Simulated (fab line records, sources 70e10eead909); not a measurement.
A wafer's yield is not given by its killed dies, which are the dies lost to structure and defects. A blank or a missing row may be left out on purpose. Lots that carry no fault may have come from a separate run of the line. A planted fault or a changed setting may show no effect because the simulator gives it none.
Chamber matching ; flow nand harc ; NHARC_A_ZERO_WELL_ETCH_19 on rie diel-06: 4 sister chambers
The step etches the open film in N2/H2, target depth 80 nm, overetch 24 nm, time 87.88 s. 8 wafers are shown with their chamber, then 11 later ones without.

== WAFERS PAIRED WITH THEIR CHAMBERS ==
wafer;chamber;rf vpp V (V);oes product au (a.u.)
L550.1;1;428.6;1.007
L565.2;1;429.4;1.006
L565.3;0;429.3;1.004
L565.4;3;431.0;1.007
L567.1;3;433.6;0.996
L567.3;0;429.0;1.006
L567.6;2;427.2;1.004
L568.1;2;426.9;1.008

== WAFERS MISSING THEIR CHAMBER ==
wafer;rf vpp V (V);oes product au (a.u.)
L568.4;430.9;1.010
L568.6;427.8;1.012
L569.1;432.8;1.005
L569.2;427.6;0.989
L569.4;427.2;0.997
L570.1;431.7;1.006
L570.3;428.2;1.003
L570.5;429.8;1.001
L571.2;428.0;1.002
L571.5;426.6;0.995
L571.6;431.7;0.999

== WHICH CHAMBER EACH WENT THROUGH ==
wafer;from the rows above;in truth
L568.4;can't be placed: 1 or 0 or 3 or 2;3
L568.6;can't be placed: 2 or 1 or 0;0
L569.1;3;3
L569.2;can't be placed: 2 or 0 or 1 or 3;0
L569.4;can't be placed: 2 or 0 or 1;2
L570.1;can't be placed: 3 or 0 or 1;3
L570.3;can't be placed: 0 or 1 or 2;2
L570.5;can't be placed: 0 or 1 or 3 or 2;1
L571.2;can't be placed: 2 or 0 or 1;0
L571.5;can't be placed: 2 or 0 or 1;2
L571.6;3;3
Correctly placed: 2 of 11. Can't be placed from these rows: 9 (the true chamber is among the candidates in 9). Placed wrongly: 0.
How it was worked out, from the rows above alone: a wafer's distance from a chamber is the root of the sum, over the readings, of the square of ((its reading less the chamber's mean) divided by the reading's scatter). If the next closest chamber is less than 2 further off than the closest, the wafer can't be placed; otherwise it belongs to the closest. A chamber's mean is the mean of its shown wafers. How the scatter is found: for the shown wafers, subtract from each reading the mean of its chamber, square and add these, divide the total by (wafers less chambers), then take the root.
